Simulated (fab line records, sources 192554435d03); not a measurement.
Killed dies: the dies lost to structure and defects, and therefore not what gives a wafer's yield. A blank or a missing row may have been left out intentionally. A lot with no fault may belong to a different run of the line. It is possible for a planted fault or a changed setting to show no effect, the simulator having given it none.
Problem report in the 8D (eight disciplines) form, filled by code + flow n5-finfet + the parts of the form that need people (team, actions taken, sign-off) are left out

## 1. THE ISSUE
barrier-field-endpoint-s at N5_BEOL_M7_CMP_52 reads a mean of 38.2 s on 5 wafers of 3 lots; wafers without a fault read 28.8 s with a standard deviation of 0.75. Measured from the usual mean, that is +13 standard deviations.
The step: polishes, stops on SiCOH lowk, t overpolish 6.9 s, target thk 80 nm.
Earliest sighting: wafer L449.1 on cmp-04 at day 11 07:28. Wafers with a number at this step in the record: 32, from 11 lots. Rule for "out", or "out of limits": more than 4 standard deviations from the usual mean. The rest of the wafers with a number are treated as sound.

## 2. WHAT IT IS AND WHAT IT IS NOT
| question                    | is                                     | is not                                                                                       |
|-----------------------------|----------------------------------------|----------------------------------------------------------------------------------------------|
| which readings at this step | barrier-field-endpoint-s               | motor-current-A                                                                              |
| which lots                  | L449, L450, L455                       | L441, L443, L444, L447, L448, L457, L460, L462                                               |
| which wafers of those lots  | L449.1, L449.2, L450.1, L450.2, L455.1 | L449.3, L450.3, L455.3                                                                       |
| read on which tools         | cmp-02, cmp-04                         | cmp-01                                                                                       |
| when                        | from day 11 07:28                      | up to then (16 sound wafers); but 11 sound wafers of L450, L455, L457, L460, L462 came after |

## 3. SUSPECTS, AND WHAT RULES EACH OUT
Counting: a tool at a process step up to the reading stays a suspect if it ran every lot that is out. Sound lots after the first of them don't rule it out here, since some wafers of a struck lot are sound.
- pecvd-01 at N5_BEOL_M7_PECVD_70 (deposits SiO2 from TEOS/O2, target thk 20 nm, time 22.7 s): kept. It processed each lot that is out (first: L449, day 11 00:59); up to then, its last sound lot is L448 (day 10 23:44).
After counting, what remains is pecvd-01 at N5_BEOL_M7_PECVD_70.

## 4. THE CAUSE (what the simulator had put in)
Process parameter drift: pecvd-01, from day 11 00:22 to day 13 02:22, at N5_BEOL_M7_PECVD_70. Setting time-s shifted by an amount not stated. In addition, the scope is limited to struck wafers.
After counting, this tool was the only one left.

## 5. THE EFFECT CHAIN, in route order
Rows list readings where the struck wafers' mean (over those with a number) sits beyond 3 standard deviations from the usual. Readings are gone through only where the record gives a usual standard deviation; hours: the median, over the lots, of the time from a lot's start at the first step in this table giving one to that lot's start at this step; sigmas: the change measured in usual standard deviations.
| hours | step              | reading                  | usual  | on struck wafers | change | sigmas |
|-------|-------------------|--------------------------|--------|------------------|--------|--------|
| 0     | N5_BEOL_M7_CMP_52 | barrier-field-endpoint-s | 28.8 s | 38.2             | +9.4   | +13    |
The process steps in it:
- N5_BEOL_M7_CMP_52: polishes, stops on SiCOH lowk, t overpolish 6.9 s, target thk 80 nm.

## 6. WHAT WOULD HAVE CAUGHT IT SOONER
7 hours passed between the start of the fault at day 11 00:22 and the first reading out of limits in this record, taken at day 11 07:28.
Tool readings at N5_BEOL_M7_PECVD_70 with a usual standard deviation given in the record: none out on any struck wafer, hence no alarm at a limit of 4 standard deviations on them.
Lots out: 3; of these, L450, L455 started N5_BEOL_M7_PECVD_70 on pecvd-01 after day 11 07:28. A hold on the tool at that time would have spared those 2.
